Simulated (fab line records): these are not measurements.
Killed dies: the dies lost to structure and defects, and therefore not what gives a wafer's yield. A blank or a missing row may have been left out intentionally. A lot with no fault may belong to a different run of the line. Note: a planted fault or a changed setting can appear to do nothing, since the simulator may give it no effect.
Which tool was responsible? :: flow nand harc :: 72 wafers from 24 lots sampled at 6 of the route's 1302 steps

== WHAT THE GAUGES SHOWED, per wafer ==
The record lacks any reading of a measuring or inspecting step that a usual standard deviation could be used to judge.

== EACH LOT AND THE TOOL THAT RAN IT (in order: tool; ch and the chambers of the sampled wafers; start) ==
lot: L074
NHARC_P_M1_PRE_CLEAN_32: pecvd-04 ch 0,1, day 6 08:07
NHARC_P_M1_DEP_33: pecvd-04 ch 0,1, day 6 08:11
NHARC_P_M2_ANNEAL_31: rtp anneal-01 ch 0, day 6 11:16
NHARC_P_M2_CMP_23: cmp-01 ch 1,2,3, day 6 11:38
NHARC_P_BONDPAD_CMP_32: cmp-03 ch 0,1,3, day 6 13:03
NHARC_P_BONDPAD_PVD_17: pvd sputter-02, no start

lot: L075
NHARC_P_M1_PRE_CLEAN_32: pecvd-01 ch 0,2, day 6 23:28
NHARC_P_M1_DEP_33: pecvd-01 ch 0,2, day 6 23:33
NHARC_P_M2_ANNEAL_31: rtp anneal-02 ch 0, day 7 02:44
NHARC_P_M2_CMP_23: cmp-04 ch 0,1,2, day 7 03:08
NHARC_P_BONDPAD_CMP_32: cmp-04 ch 1,2, day 7 04:52
NHARC_P_BONDPAD_PVD_17: pvd sputter-02, no start

lot: L076
NHARC_P_M1_PRE_CLEAN_32: pecvd-02 ch 1,2, day 7 00:13
NHARC_P_M1_DEP_33: pecvd-02 ch 1,2, day 7 00:17
NHARC_P_M2_ANNEAL_31: rtp anneal-01 ch 0, day 7 03:36
NHARC_P_M2_CMP_23: cmp-04 ch 0,1,2, day 7 03:52
NHARC_P_BONDPAD_CMP_32: cmp-04 ch 0,1, day 7 05:16
NHARC_P_BONDPAD_PVD_17: pvd sputter-02, no start

lot: L077
NHARC_P_M1_PRE_CLEAN_32: pecvd-01 ch 0,1, day 7 16:19
NHARC_P_M1_DEP_33: pecvd-01 ch 0,1, day 7 16:25
NHARC_P_M2_ANNEAL_31: rtp anneal-02 ch 0, day 7 19:36
NHARC_P_M2_CMP_23: cmp-04 ch 0,1,3, day 7 19:59
NHARC_P_BONDPAD_CMP_32: cmp-04 ch 1,2,3, day 7 21:23
NHARC_P_BONDPAD_PVD_17: pvd sputter-03, no start

lot: L078
NHARC_P_M1_PRE_CLEAN_32: pecvd-01 ch 0,1, day 7 21:15
NHARC_P_M1_DEP_33: pecvd-01 ch 0,1, day 7 21:20
NHARC_P_M2_ANNEAL_31: rtp anneal-01 ch 0, day 8 00:27
NHARC_P_M2_CMP_23: cmp-01 ch 1,2, day 8 00:46
NHARC_P_BONDPAD_CMP_32: cmp-02 ch 0,1,3, day 8 02:14
NHARC_P_BONDPAD_PVD_17: pvd sputter-02, no start

lot: L079
NHARC_P_M1_PRE_CLEAN_32: pecvd-02 ch 0,1, day 8 08:08
NHARC_P_M1_DEP_33: pecvd-02 ch 0,1, day 8 08:13
NHARC_P_M2_ANNEAL_31: rtp anneal-01 ch 0, day 8 11:27
NHARC_P_M2_CMP_23: cmp-01 ch 1,2,3, day 8 11:44
NHARC_P_BONDPAD_CMP_32: cmp-03 ch 0,2,3, day 8 13:13
NHARC_P_BONDPAD_PVD_17: pvd sputter-03, no start

lot: L080
NHARC_P_M1_PRE_CLEAN_32: pecvd-02 ch 0,1,2, day 8 19:41
NHARC_P_M1_DEP_33: pecvd-02 ch 0,1,2, day 8 19:47
NHARC_P_M2_ANNEAL_31: rtp anneal-01 ch 0, day 8 23:02
NHARC_P_M2_CMP_23: cmp-04 ch 0,2, day 8 23:19
NHARC_P_BONDPAD_CMP_32: cmp-03 ch 1,2,3, day 9 00:47
NHARC_P_BONDPAD_PVD_17: pvd sputter-03, no start

lot: L081
NHARC_P_M1_PRE_CLEAN_32: pecvd-04 ch 0,1, day 9 04:20
NHARC_P_M1_DEP_33: pecvd-04 ch 0,1, day 9 04:26
NHARC_P_M2_ANNEAL_31: rtp anneal-01 ch 0, day 9 07:36
NHARC_P_M2_CMP_23: cmp-01 ch 0,3, day 9 07:56
NHARC_P_BONDPAD_CMP_32: cmp-02 ch 0,1,2, day 9 09:26
NHARC_P_BONDPAD_PVD_17: pvd sputter-02, no start

lot: L082
NHARC_P_M1_PRE_CLEAN_32: pecvd-04 ch 0,2, day 9 16:49
NHARC_P_M1_DEP_33: pecvd-04 ch 0,2, day 9 16:56
NHARC_P_M2_ANNEAL_31: rtp anneal-01 ch 0, day 9 19:56
NHARC_P_M2_CMP_23: cmp-01 ch 0,3, day 9 20:17
NHARC_P_BONDPAD_CMP_32: cmp-04 ch 0,1,2, day 9 21:47
NHARC_P_BONDPAD_PVD_17: pvd sputter-03, no start

lot: L083
NHARC_P_M1_PRE_CLEAN_32: pecvd-01 ch 0,1, day 9 21:39
NHARC_P_M1_DEP_33: pecvd-01 ch 0,1, day 9 21:49
NHARC_P_M2_ANNEAL_31: rtp anneal-02 ch 0, day 10 01:04
NHARC_P_M2_CMP_23: cmp-03 ch 2,3, day 10 01:27
NHARC_P_BONDPAD_CMP_32: cmp-03 ch 0,1,3, day 10 03:04
NHARC_P_BONDPAD_PVD_17: pvd sputter-03, no start

lot: L084
NHARC_P_M1_PRE_CLEAN_32: pecvd-01 ch 0,1, day 10 12:26
NHARC_P_M1_DEP_33: pecvd-01 ch 0,1, day 10 12:33
NHARC_P_M2_ANNEAL_31: rtp anneal-02 ch 0, day 10 15:55
NHARC_P_M2_CMP_23: cmp-04 ch 0,1,2, day 10 16:16
NHARC_P_BONDPAD_CMP_32: cmp-04 ch 1,2, day 10 17:37
NHARC_P_BONDPAD_PVD_17: pvd sputter-03, no start

lot: L085
NHARC_P_M1_PRE_CLEAN_32: pecvd-04 ch 0,1, day 10 16:56
NHARC_P_M1_DEP_33: pecvd-04 ch 0,1, day 10 17:01
NHARC_P_M2_ANNEAL_31: rtp anneal-02 ch 0, day 10 20:21
NHARC_P_M2_CMP_23: cmp-01 ch 0,1,3, day 10 20:42
NHARC_P_BONDPAD_CMP_32: cmp-04 ch 1,2,3, day 10 22:07
NHARC_P_BONDPAD_PVD_17: pvd sputter-02, no start

lot: L086
NHARC_P_M1_PRE_CLEAN_32: pecvd-02 ch 1,2, day 11 07:47
NHARC_P_M1_DEP_33: pecvd-02 ch 1,2, day 11 07:55
NHARC_P_M2_ANNEAL_31: rtp anneal-01 ch 0, day 11 11:38
NHARC_P_M2_CMP_23: cmp-01 ch 2,3, day 11 11:56
NHARC_P_BONDPAD_CMP_32: cmp-03 ch 1,2,3, day 11 13:34
NHARC_P_BONDPAD_PVD_17: pvd sputter-01, no start

lot: L087
NHARC_P_M1_PRE_CLEAN_32: pecvd-04 ch 0,2, day 11 17:07
NHARC_P_M1_DEP_33: pecvd-04 ch 0,2, day 11 17:12
NHARC_P_M2_ANNEAL_31: rtp anneal-01 ch 0, day 11 20:25
NHARC_P_M2_CMP_23: cmp-04 ch 0,1,3, day 11 20:46
NHARC_P_BONDPAD_CMP_32: cmp-02 ch 0,1,2, day 11 22:11
NHARC_P_BONDPAD_PVD_17: pvd sputter-01, no start

lot: L088
NHARC_P_M1_PRE_CLEAN_32: pecvd-02 ch 0,2, day 12 07:05
NHARC_P_M1_DEP_33: pecvd-02 ch 0,2, day 12 07:10
NHARC_P_M2_ANNEAL_31: rtp anneal-02 ch 0, day 12 10:25
NHARC_P_M2_CMP_23: cmp-01 ch 0,1,3, day 12 10:46
NHARC_P_BONDPAD_CMP_32: cmp-02 ch 1,2,3, day 12 12:15
NHARC_P_BONDPAD_PVD_17: pvd sputter-01, no start

lot: L089
NHARC_P_M1_PRE_CLEAN_32: pecvd-01 ch 0,1,2, day 13 03:26
NHARC_P_M1_DEP_33: pecvd-01 ch 0,1,2, day 13 03:31
NHARC_P_M2_ANNEAL_31: rtp anneal-01 ch 0, day 13 06:35
NHARC_P_M2_CMP_23: cmp-04 ch 1,2, day 13 06:57
NHARC_P_BONDPAD_CMP_32: cmp-04 ch 0,1, day 13 08:23
NHARC_P_BONDPAD_PVD_17: pvd sputter-02, no start

lot: L090
NHARC_P_M1_PRE_CLEAN_32: pecvd-01 ch 0,1,2, day 13 04:40
NHARC_P_M1_DEP_33: pecvd-01 ch 0,1,2, day 13 04:46
NHARC_P_M2_ANNEAL_31: rtp anneal-02 ch 0, day 13 07:47
NHARC_P_M2_CMP_23: cmp-03 ch 0,1,2, day 13 08:08
NHARC_P_BONDPAD_CMP_32: cmp-04 ch 1,3, day 13 09:34
NHARC_P_BONDPAD_PVD_17: pvd sputter-03, no start

lot: L091
NHARC_P_M1_PRE_CLEAN_32: pecvd-04 ch 0,1,2, day 13 12:51
NHARC_P_M1_DEP_33: pecvd-04 ch 0,1,2, day 13 13:01
NHARC_P_M2_ANNEAL_31: rtp anneal-01 ch 0, day 13 16:16
NHARC_P_M2_CMP_23: cmp-04 ch 1,2,3, day 13 16:32
NHARC_P_BONDPAD_CMP_32: cmp-02 ch 0,1, day 13 17:55
NHARC_P_BONDPAD_PVD_17: pvd sputter-03, no start

lot: L093
NHARC_P_M1_PRE_CLEAN_32: pecvd-02 ch 1,2, day 14 02:47
NHARC_P_M1_DEP_33: pecvd-02 ch 1,2, day 14 02:55
NHARC_P_M2_ANNEAL_31: rtp anneal-01 ch 0, day 14 06:03
NHARC_P_M2_CMP_23: cmp-01 ch 0,1,2, day 14 06:23
NHARC_P_BONDPAD_CMP_32: cmp-02 ch 0,1,3, day 14 07:47
NHARC_P_BONDPAD_PVD_17: pvd sputter-02, no start

lot: L092
NHARC_P_M1_PRE_CLEAN_32: pecvd-02 ch 0,1, day 14 03:40
NHARC_P_M1_DEP_33: pecvd-02 ch 0,1, day 14 03:44
NHARC_P_M2_ANNEAL_31: rtp anneal-02 ch 0, day 14 07:10
NHARC_P_M2_CMP_23: cmp-01 ch 0,1,2, day 14 07:31
NHARC_P_BONDPAD_CMP_32: cmp-04 ch 1,2,3, day 14 08:58
NHARC_P_BONDPAD_PVD_17: pvd sputter-03, no start

lot: L094
NHARC_P_M1_PRE_CLEAN_32: pecvd-04 ch 0,1,2, day 14 18:29
NHARC_P_M1_DEP_33: pecvd-04 ch 0,1,2, day 14 18:34
NHARC_P_M2_ANNEAL_31: rtp anneal-01 ch 0, day 14 21:43
NHARC_P_M2_CMP_23: cmp-01 ch 0,1, day 14 22:02
NHARC_P_BONDPAD_CMP_32: cmp-03 ch 0,1, day 14 23:27
NHARC_P_BONDPAD_PVD_17: pvd sputter-02, no start

lot: L095
NHARC_P_M1_PRE_CLEAN_32: pecvd-02 ch 1,2, day 15 09:32
NHARC_P_M1_DEP_33: pecvd-02 ch 1,2, day 15 09:38
NHARC_P_M2_ANNEAL_31: rtp anneal-02 ch 0, day 15 12:51
NHARC_P_M2_CMP_23: cmp-03 ch 0,1,2, day 15 13:11
NHARC_P_BONDPAD_CMP_32: cmp-02 ch 0,2,3, day 15 14:39
NHARC_P_BONDPAD_PVD_17: pvd sputter-02, no start

lot: L096
NHARC_P_M1_PRE_CLEAN_32: pecvd-02 ch 0,1,2, day 15 12:46
NHARC_P_M1_DEP_33: pecvd-02 ch 0,1,2, day 15 12:53
NHARC_P_M2_ANNEAL_31: rtp anneal-02 ch 0, day 15 16:08
NHARC_P_M2_CMP_23: cmp-01 ch 1,2, day 15 16:31
NHARC_P_BONDPAD_CMP_32: cmp-03 ch 1,2,3, day 15 18:01
NHARC_P_BONDPAD_PVD_17: pvd sputter-01, no start

lot: L097
NHARC_P_M1_PRE_CLEAN_32: pecvd-01 ch 1,2, day 15 19:46
NHARC_P_M1_DEP_33: pecvd-01 ch 1,2, day 15 19:51
NHARC_P_M2_ANNEAL_31: rtp anneal-01 ch 0, day 15 23:08
NHARC_P_M2_CMP_23: cmp-01 ch 1,2,3, day 15 23:27
NHARC_P_BONDPAD_CMP_32: cmp-02 ch 0,2,3, day 16 00:53
NHARC_P_BONDPAD_PVD_17: pvd sputter-02, no start
- NHARC_P_M1_PRE_CLEAN_32: time 12 s.
- NHARC_P_M1_DEP_33: deposits SiCN, target thk 30 nm.
- NHARC_P_M2_ANNEAL_31: time 90 s.
- NHARC_P_M2_CMP_23: polishes, t overpolish 20 s, target thk 144.3 nm.
- NHARC_P_BONDPAD_CMP_32: polishes SiCN, target thk 200 nm.
- NHARC_P_BONDPAD_PVD_17: deposits TaN, target thk 5 nm, time 8.06 s.

== AS READ BY THE TOOLS THEMSELVES (means over the sampled wafers that have a number; for cases with no such wafer, the mark the record gives instead) ==
NHARC_P_M1_PRE_CLEAN_32. Usual: 631 W for heater power w, sd 63.
lot: L074
tool: pecvd-04
heater power w (W): 662
flag: 

lot: L075
tool: pecvd-01
heater power w (W): 650
flag: 

lot: L076
tool: pecvd-02
heater power w (W): 616
flag: 

lot: L077
tool: pecvd-01
heater power w (W): 645
flag: 

lot: L078
tool: pecvd-01
heater power w (W): 665
flag: 

lot: L079
tool: pecvd-02
heater power w (W): 665
flag: 

lot: L080
tool: pecvd-02
heater power w (W): 624
flag: 

lot: L081
tool: pecvd-04
heater power w (W): 606
flag: 

lot: L082
tool: pecvd-04
heater power w (W): 618
flag: 

lot: L083
tool: pecvd-01
heater power w (W): 591
flag: 

lot: L084
tool: pecvd-01
heater power w (W): 619
flag: 

lot: L085
tool: pecvd-04
heater power w (W): 658
flag: 

lot: L086
tool: pecvd-02
heater power w (W): 590
flag: 

lot: L087
tool: pecvd-04
heater power w (W): 595
flag: 

lot: L088
tool: pecvd-02
heater power w (W): 733
flag: 

lot: L089
tool: pecvd-01
heater power w (W): 634
flag: 

lot: L090
tool: pecvd-01
heater power w (W): 581
flag: 

lot: L091
tool: pecvd-04
heater power w (W): 632
flag: 

lot: L093
tool: pecvd-02
heater power w (W): 605
flag: 

lot: L092
tool: pecvd-02
heater power w (W): 676
flag: 

lot: L094
tool: pecvd-04
heater power w (W): 622
flag: 

lot: L095
tool: pecvd-02
heater power w (W): 596
flag: 

lot: L096
tool: pecvd-02
heater power w (W): 637
flag: 

lot: L097
tool: pecvd-01
heater power w (W): 662
flag: 

NHARC_P_M1_DEP_33. Usual: 589 W for heater power w, sd 61.
lot: L074
tool: pecvd-04
heater power w (W): 543
flag: 

lot: L075
tool: pecvd-01
heater power w (W): 584
flag: 

lot: L076
tool: pecvd-02
heater power w (W): 578
flag: 

lot: L077
tool: pecvd-01
heater power w (W): 575
flag: 

lot: L078
tool: pecvd-01
heater power w (W): 571
flag: 

lot: L079
tool: pecvd-02
heater power w (W): 587
flag: 

lot: L080
tool: pecvd-02
heater power w (W): 622
flag: 

lot: L081
tool: pecvd-04
heater power w (W): 545
flag: 

lot: L082
tool: pecvd-04
heater power w (W): 581
flag: 

lot: L083
tool: pecvd-01
heater power w (W): 554
flag: 

lot: L084
tool: pecvd-01
heater power w (W): 601
flag: 

lot: L085
tool: pecvd-04
heater power w (W): 536
flag: 

lot: L086
tool: pecvd-02
heater power w (W): 579
flag: 

lot: L087
tool: pecvd-04
heater power w (W): 547
flag: 

lot: L088
tool: pecvd-02
heater power w (W): 670
flag: 

lot: L089
tool: pecvd-01
heater power w (W): 585
flag: 

lot: L090
tool: pecvd-01
heater power w (W): 565
flag: 

lot: L091
tool: pecvd-04
heater power w (W): 587
flag: 

lot: L093
tool: pecvd-02
heater power w (W): 538
flag: 

lot: L092
tool: pecvd-02
heater power w (W): 583
flag: 

lot: L094
tool: pecvd-04
heater power w (W): 553
flag: 

lot: L095
tool: pecvd-02
heater power w (W): 583
flag: 

lot: L096
tool: pecvd-02
heater power w (W): 650
flag: 

lot: L097
tool: pecvd-01
heater power w (W): 620
flag: 

NHARC_P_M2_ANNEAL_31. Usual: 226.2 for wafer_temp_C_max, sd 0.31.
lot: L074
tool: rtp anneal-01
wafer_temp_C_max: 225.8
flag: 

lot: L075
tool: rtp anneal-02
wafer_temp_C_max: 226.4
flag: 

lot: L076
tool: rtp anneal-01
wafer_temp_C_max: 226.2
flag: 

lot: L077
tool: rtp anneal-02
wafer_temp_C_max: 226.0
flag: 

lot: L078
tool: rtp anneal-01
wafer_temp_C_max: 226.0
flag: 

lot: L079
tool: rtp anneal-01
wafer_temp_C_max: 226.0
flag: 

lot: L080
tool: rtp anneal-01
wafer_temp_C_max: 226.0
flag: 

lot: L081
tool: rtp anneal-01
wafer_temp_C_max: 226.1
flag: 

lot: L082
tool: rtp anneal-01
wafer_temp_C_max: 226.3
flag: 

lot: L083
tool: rtp anneal-02
wafer_temp_C_max: 226.2
flag: 

lot: L084
tool: rtp anneal-02
wafer_temp_C_max: 226.2
flag: 

lot: L085
tool: rtp anneal-02
wafer_temp_C_max: 226.4
flag: 

lot: L086
tool: rtp anneal-01
wafer_temp_C_max: 226.0
flag: 

lot: L087
tool: rtp anneal-01
wafer_temp_C_max: 225.7
flag: 

lot: L088
tool: rtp anneal-02
wafer_temp_C_max: 226.7
flag: 

lot: L089
tool: rtp anneal-01
wafer_temp_C_max: 225.8
flag: 

lot: L090
tool: rtp anneal-02
wafer_temp_C_max: 226.7
flag: 

lot: L091
tool: rtp anneal-01
wafer_temp_C_max: 225.9
flag: 

lot: L093
tool: rtp anneal-01
wafer_temp_C_max: 226.3
flag: 

lot: L092
tool: rtp anneal-02
wafer_temp_C_max: 226.4
flag: 

lot: L094
tool: rtp anneal-01
wafer_temp_C_max: 226.0
flag: 

lot: L095
tool: rtp anneal-02
wafer_temp_C_max: 226.5
flag: 

lot: L096
tool: rtp anneal-02
wafer_temp_C_max: 226.3
flag: 

lot: L097
tool: rtp anneal-01
wafer_temp_C_max: 226.4
flag: 

NHARC_P_M2_CMP_23. Usual: motor current A 11.9 A, standard deviation 1.4; slurry filter dp kPa 13.51 kPa, standard deviation 0.12; time to endpoint s 29 s, standard deviation 3.6.
lot: L074
tool: cmp-01
motor current A (A): 11.5
slurry filter dp kPa (kPa): 13.50
time to endpoint s (s): 33
flag: 

lot: L075
tool: cmp-04
motor current A (A): 11.2
slurry filter dp kPa (kPa): 13.48
time to endpoint s (s): 29
flag: 

lot: L076
tool: cmp-04
motor current A (A): 11.2
slurry filter dp kPa (kPa): 13.47
time to endpoint s (s): 28
flag: 

lot: L077
tool: cmp-04
motor current A (A): 12.4
slurry filter dp kPa (kPa): 13.43
time to endpoint s (s): 25
flag: 

lot: L078
tool: cmp-01
motor current A (A): 11.1
slurry filter dp kPa (kPa): 13.49
time to endpoint s (s): 31
flag: 

lot: L079
tool: cmp-01
motor current A (A): 11.4
slurry filter dp kPa (kPa): 13.56
time to endpoint s (s): 29
flag: 

lot: L080
tool: cmp-04
motor current A (A): 10.4
slurry filter dp kPa (kPa): 13.60
time to endpoint s (s): 22
flag: 

lot: L081
tool: cmp-01
motor current A (A): 13.0
slurry filter dp kPa (kPa): 13.63
time to endpoint s (s): 34
flag: 

lot: L082
tool: cmp-01
motor current A (A): 13.0
slurry filter dp kPa (kPa): 13.58
time to endpoint s (s): 30
flag: 

lot: L083
tool: cmp-03
motor current A (A): 11.5
slurry filter dp kPa (kPa): 13.52
time to endpoint s (s): 25
flag: 

lot: L084
tool: cmp-04
motor current A (A): 11.3
slurry filter dp kPa (kPa): 13.42
time to endpoint s (s): 25
flag: 

lot: L085
tool: cmp-01
motor current A (A): 12.0
slurry filter dp kPa (kPa): 13.48
time to endpoint s (s): 30
flag: 

lot: L086
tool: cmp-01
motor current A (A): 11.9
slurry filter dp kPa (kPa): 13.49
time to endpoint s (s): 31
flag: 

lot: L087
tool: cmp-04
motor current A (A): 12.6
slurry filter dp kPa (kPa): 13.45
time to endpoint s (s): 27
flag: 

lot: L088
tool: cmp-01
motor current A (A): 12.3
slurry filter dp kPa (kPa): 13.54
time to endpoint s (s): 31
flag: 

lot: L089
tool: cmp-04
motor current A (A): 11.2
slurry filter dp kPa (kPa): 13.47
time to endpoint s (s): 26
flag: 

lot: L090
tool: cmp-03
motor current A (A): 11.7
slurry filter dp kPa (kPa): 13.49
time to endpoint s (s): 31
flag: 

lot: L091
tool: cmp-04
motor current A (A): 12.3
slurry filter dp kPa (kPa): 13.46
time to endpoint s (s): 26
flag: 

lot: L093
tool: cmp-01
motor current A (A): 11.8
slurry filter dp kPa (kPa): 13.54
time to endpoint s (s): 29
flag: 

lot: L092
tool: cmp-01
motor current A (A): 11.6
slurry filter dp kPa (kPa): 13.58
time to endpoint s (s): 30
flag: 

lot: L094
tool: cmp-01
motor current A (A): 12.6
slurry filter dp kPa (kPa): 13.49
time to endpoint s (s): 31
flag: 

lot: L095
tool: cmp-03
motor current A (A): 11.9
slurry filter dp kPa (kPa): 13.57
time to endpoint s (s): 30
flag: 

lot: L096
tool: cmp-01
motor current A (A): 11.0
slurry filter dp kPa (kPa): 13.51
time to endpoint s (s): 31
flag: 

lot: L097
tool: cmp-01
motor current A (A): 11.2
slurry filter dp kPa (kPa): 13.52
time to endpoint s (s): 32
flag: 

NHARC_P_BONDPAD_CMP_32. Usual: motor current A 12.0 A, standard deviation 1.2; slurry filter dp kPa 13.50 kPa, standard deviation 0.13.
lot: L074
tool: cmp-03
motor current A (A): 11.7
slurry filter dp kPa (kPa): 13.39
flag: 

lot: L075
tool: cmp-04
motor current A (A): 11.0
slurry filter dp kPa (kPa): 13.55
flag: 

lot: L076
tool: cmp-04
motor current A (A): 12.2
slurry filter dp kPa (kPa): 13.42
flag: 

lot: L077
tool: cmp-04
motor current A (A): 12.5
slurry filter dp kPa (kPa): 13.51
flag: 

lot: L078
tool: cmp-02
motor current A (A): 12.7
slurry filter dp kPa (kPa): 13.47
flag: 

lot: L079
tool: cmp-03
motor current A (A): 11.5
slurry filter dp kPa (kPa): 13.60
flag: 

lot: L080
tool: cmp-03
motor current A (A): 11.6
slurry filter dp kPa (kPa): 13.49
flag: 

lot: L081
tool: cmp-02
motor current A (A): 12.3
slurry filter dp kPa (kPa): 13.49
flag: 

lot: L082
tool: cmp-04
motor current A (A): 11.2
slurry filter dp kPa (kPa): 13.53
flag: 

lot: L083
tool: cmp-03
motor current A (A): 12.3
slurry filter dp kPa (kPa): 13.45
flag: 

lot: L084
tool: cmp-04
motor current A (A): 11.9
slurry filter dp kPa (kPa): 13.42
flag: 

lot: L085
tool: cmp-04
motor current A (A): 12.5
slurry filter dp kPa (kPa): 13.54
flag: 

lot: L086
tool: cmp-03
motor current A (A): 12.0
slurry filter dp kPa (kPa): 13.49
flag: 

lot: L087
tool: cmp-02
motor current A (A): 12.8
slurry filter dp kPa (kPa): 13.42
flag: 

lot: L088
tool: cmp-02
motor current A (A): 12.4
slurry filter dp kPa (kPa): 13.51
flag: 

lot: L089
tool: cmp-04
motor current A (A): 11.4
slurry filter dp kPa (kPa): 13.50
flag: 

lot: L090
tool: cmp-04
motor current A (A): 13.2
slurry filter dp kPa (kPa): 13.43
flag: 

lot: L091
tool: cmp-02
motor current A (A): 13.0
slurry filter dp kPa (kPa): 13.53
flag: 

lot: L093
tool: cmp-02
motor current A (A): 12.8
slurry filter dp kPa (kPa): 13.57
flag: 

lot: L092
tool: cmp-04
motor current A (A): 12.5
slurry filter dp kPa (kPa): 13.50
flag: 

lot: L094
tool: cmp-03
motor current A (A): 11.4
slurry filter dp kPa (kPa): 13.58
flag: 

lot: L095
tool: cmp-02
motor current A (A): 11.7
slurry filter dp kPa (kPa): 13.70
flag: 

lot: L096
tool: cmp-03
motor current A (A): 12.0
slurry filter dp kPa (kPa): 13.51
flag: 

lot: L097
tool: cmp-02
motor current A (A): 11.9
slurry filter dp kPa (kPa): 13.50
flag: 

NHARC_P_BONDPAD_PVD_17. Usual: 30.1 % for throttle valve pct, sd 0.65.
lot: L074
tool: pvd sputter-02
throttle valve pct (%): 30.6
flag: 

lot: L075
tool: pvd sputter-02
throttle valve pct (%): 30.6
flag: 

lot: L076
tool: pvd sputter-02
throttle valve pct (%): 30.7
flag: 

lot: L077
tool: pvd sputter-03
throttle valve pct (%): 30.3
flag: 

lot: L078
tool: pvd sputter-02
throttle valve pct (%): 30.3
flag: 

lot: L079
tool: pvd sputter-03
throttle valve pct (%): 30.0
flag: 

lot: L080
tool: pvd sputter-03
throttle valve pct (%): 30.3
flag: 

lot: L081
tool: pvd sputter-02
throttle valve pct (%): 30.3
flag: 

lot: L082
tool: pvd sputter-03
throttle valve pct (%): 30.6
flag: 

lot: L083
tool: pvd sputter-03
throttle valve pct (%): 29.7
flag: 

lot: L084
tool: pvd sputter-03
throttle valve pct (%): 30.0
flag: 

lot: L085
tool: pvd sputter-02
throttle valve pct (%): 30.1
flag: 

lot: L086
tool: pvd sputter-01
throttle valve pct (%): 29.8
flag: 

lot: L087
tool: pvd sputter-01
throttle valve pct (%): 29.3
flag: 

lot: L088
tool: pvd sputter-01
throttle valve pct (%): 29.0
flag: 

lot: L089
tool: pvd sputter-02
throttle valve pct (%): 30.2
flag: 

lot: L090
tool: pvd sputter-03
throttle valve pct (%): 30.1
flag: 

lot: L091
tool: pvd sputter-03
throttle valve pct (%): 30.4
flag: 

lot: L093
tool: pvd sputter-02
throttle valve pct (%): 30.3
flag: 

lot: L092
tool: pvd sputter-03
throttle valve pct (%): 30.4
flag: 

lot: L094
tool: pvd sputter-02
throttle valve pct (%): 30.1
flag: 

lot: L095
tool: pvd sputter-02
throttle valve pct (%): 30.4
flag: 

lot: L096
tool: pvd sputter-01
throttle valve pct (%): 29.3
flag: 

lot: L097
tool: pvd sputter-02
throttle valve pct (%): 30.6
flag: 

== THE ANSWER, worked out from the rows above alone ==
Rule: lot off if the mean of its wafers having a number is beyond 3 standard deviations from the usual mean. A lot without any number at a reading at which 4 lots or more have one is off too. Any other lot the step has rows for is counted as sound. Order of review: gauges by route order, followed by the tools' own readings, for which a lot's mean as printed above is used. At the first step where some lot is off, the reading lying furthest off is the one used; lots without a number count as furthest.
No lot is off at any reading shown: from this, nothing can be told.

== WHAT THE SIMULATOR PUT IN ==
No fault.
